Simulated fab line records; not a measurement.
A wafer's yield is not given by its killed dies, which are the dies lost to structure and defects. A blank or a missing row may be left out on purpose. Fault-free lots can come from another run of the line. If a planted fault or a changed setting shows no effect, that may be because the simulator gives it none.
Split-lot study	flow n5-finfet	on a route of 1938 steps: 7 lots, 21 wafers read

== THE SPLIT ==
At N5_BEOL_M1_PECVD_72 (deposits SiO2 from TEOS/O2, target thk 16 nm, time 18 s), the setting time-s was moved away from the recipe's 18 s on 5 of the 21 wafers read, by -14.8% to +8.6%. For the rest of the wafers, this setting stayed at what the recipe calls for.

The split's own step is where the reading is taken.

== THE READING ==
SiO2_of_BEOL_M1_PECVD_72.thk-nm (the simulator's own value, which no gauge read), in nm, at N5_BEOL_M1_PECVD_72 (deposits SiO2 from TEOS/O2, target thk 16 nm, time 18 s). The file gives no usual value for it. Here, 16 wafers ran the recipe; their average is 16.1 nm with a standard deviation of 0.24 nm.

wafer	tool, chamber at the split	time-s as run, s	against the recipe	SiO2_of_BEOL_M1_PECVD_72.thk-nm, nm	against lot-mates on the recipe
L075.1	pecvd-02, 2,0	18	recipe	16	-
L075.3	pecvd-02, 2,0	18	recipe	16	-
L075.6	pecvd-02, 1	18	recipe	15.8	-
L078.2	pecvd-01, 0,2	18	recipe	16.2	-
L078.6	pecvd-01, 0,2	18	recipe	16.2	-
L078.3	pecvd-01, 2	15.34	-14.8%	13.6	-2.6
L080.3	pecvd-02, 1	18	recipe	15.8	-
L080.5	pecvd-02, 1	18.89	+4.9%	16.6	+0.7
L080.6	pecvd-02, 2	18	recipe	16	-
L081.4	pecvd-03, 1,0	18	recipe	16	-
L081.6	pecvd-03, 1,0	18	recipe	16	-
L081.5	pecvd-03, 2	16.71	-7.2%	15	-1.0
L082.2	pecvd-02, 2,1	18	recipe	16	-
L082.6	pecvd-02, 2,1	18	recipe	16	-
L082.3	pecvd-02, 0	16.87	-6.3%	14.8	-1.2
L084.1	pecvd-02, 2	18	recipe	15.8	-
L084.3	pecvd-02, 1	18	recipe	16	-
L084.4	pecvd-02, 1	18	recipe	16.2	-
L091.2	pecvd-01, 0	19.55	+8.6%	17.8	+1.2
L091.5	pecvd-01, 1	18	recipe	16.8	-
L091.6	pecvd-01, 2	18	recipe	16.4	-
Where a row lists several chambers, the file gives one row for several wafers and doesn't say which wafer went through which chamber.

THE FIT
A straight line over all 21 wafers: SiO2_of_BEOL_M1_PECVD_72.thk-nm changes by +0.171 nm for each +1% of time-s; r = +0.95; the points scatter about the line by 0.25 nm.
The same after taking each lot's own level away (the mean of its wafers on the recipe; 21 wafers): +0.163 nm for each +1%; r = +0.98; scatter 0.13 nm.
On that fit, the largest move of time-s shifts the reading by 2.4 nm.
Measured against the standard deviation above, the lots' own levels, which go from 15.90 to 16.60 nm, span 2.9 times it.
The two slopes agree, so the slope changes little with the lot-to-lot level.
Check: with one of the wafers moved furthest among these (-14.8%) left out of the fit, the line predicts -2.24 nm for it against its lot-mates. It came out at -2.6 nm against them.

== THESE WAFERS: OTHER SPLITS ==
Before the reading, these wafers also passed through other splits. Each is held against what the fit with the lots' levels taken away leaves over:
other split on the same wafers	wafers away from the commonest value	r with SiO2_of_BEOL_M1_PECVD_72.thk-nm (lot level and that fit taken away)
N5_BEOL_M0_SAQP_EXPOSE_11 dose-mj	5	-0.30

== THE FILE'S OWN FIT ==
SiO2_of_BEOL_M1_PECVD_72.thk-nm changes by +0.164 nm for each +1% of time-s, r = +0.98.
